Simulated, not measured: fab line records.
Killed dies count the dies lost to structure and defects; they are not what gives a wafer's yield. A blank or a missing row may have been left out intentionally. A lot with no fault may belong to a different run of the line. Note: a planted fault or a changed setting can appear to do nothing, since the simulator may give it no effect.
Chamber matching	flow n5Finfet	rieDiel-05 running N5_GATE_CUT_ETCH_58: 4 sister chambers
The step etches SiNx in CH3F/O2, target depth 17 nm, time 128.6 s. 16 wafers are shown with their chamber, then 8 later ones without.

WAFERS, EACH WITH ITS CHAMBER
wafer	chamber	throttleValvePct (%)	drypumpMotorCurrentA (A)	oesProductAu (a.u.)
L075.1	0	16.7	6.5	0.73
L075.3	1	16.2	5.5	0.71
L075.5	2	16.3	5.7	0.69
L077.2	2	16.3	5.7	0.69
L077.3	0	16.7	6.4	0.73
L077.4	1	16.2	5.5	0.70
L079.3	0	16.7	6.5	0.73
L079.4	1	16.2	5.5	0.71
L079.6	0	16.7	6.5	0.73
L080.1	0	16.7	6.4	0.73
L080.2	1	16.2	5.6	0.71
L080.6	1	16.2	5.6	0.71
L084.1	3	16.5	5.3	0.71
L084.3	1	16.3	5.6	0.70
L084.6	0	16.7	6.4	0.72
L085.1	3	16.5	5.3	0.69

SIGNATURES (averages over the wafers above)
reading	chamber 0	chamber 1	chamber 2	chamber 3	scatter within a chamber
throttleValvePct	16.700	16.217	16.300	16.500	0.0264
drypumpMotorCurrentA	6.450	5.550	5.700	5.300	0.05
oesProductAu	0.7283	0.7067	0.6900	0.7000	0.00589
Rule: distance of a wafer from a chamber = root of the sum over the readings of ((wafer's reading minus chamber's mean) / reading's scatter) squared. If the next closest chamber is less than 2 further off than the closest, the wafer can't be placed; otherwise it belongs to the closest. The scatter: take each reading less its chamber's mean, square it, sum over the shown wafers, divide by the number of wafers less the number of chambers, and take the root.

WAFERS WITHOUT THEIR CHAMBER
wafer	throttleValvePct (%)	drypumpMotorCurrentA (A)	oesProductAu (a.u.)
L085.2	16.8	6.5	0.73
L085.6	15.9	5.8	0.96
L096.4	16.3	5.5	0.67
L096.5	16.8	6.5	0.71
L096.6	16.6	5.3	0.68
L097.1	16.8	6.5	0.71
L097.2	15.9	5.7	0.89
L097.5	15.9	5.7	0.90

THE CHAMBER EACH PASSED THROUGH
wafer	from the rows above	in truth
L085.2	0	0
L085.6	1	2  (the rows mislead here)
L096.4	can't be placed: 2 or 1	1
L096.5	0	0
L096.6	3	3
L097.1	0	0
L097.2	1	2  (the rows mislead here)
L097.5	1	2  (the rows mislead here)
Correctly placed: 4 of 8. From these rows, 1 cannot be placed; in 1 the true chamber is one of the candidates. Placed wrongly: 3.
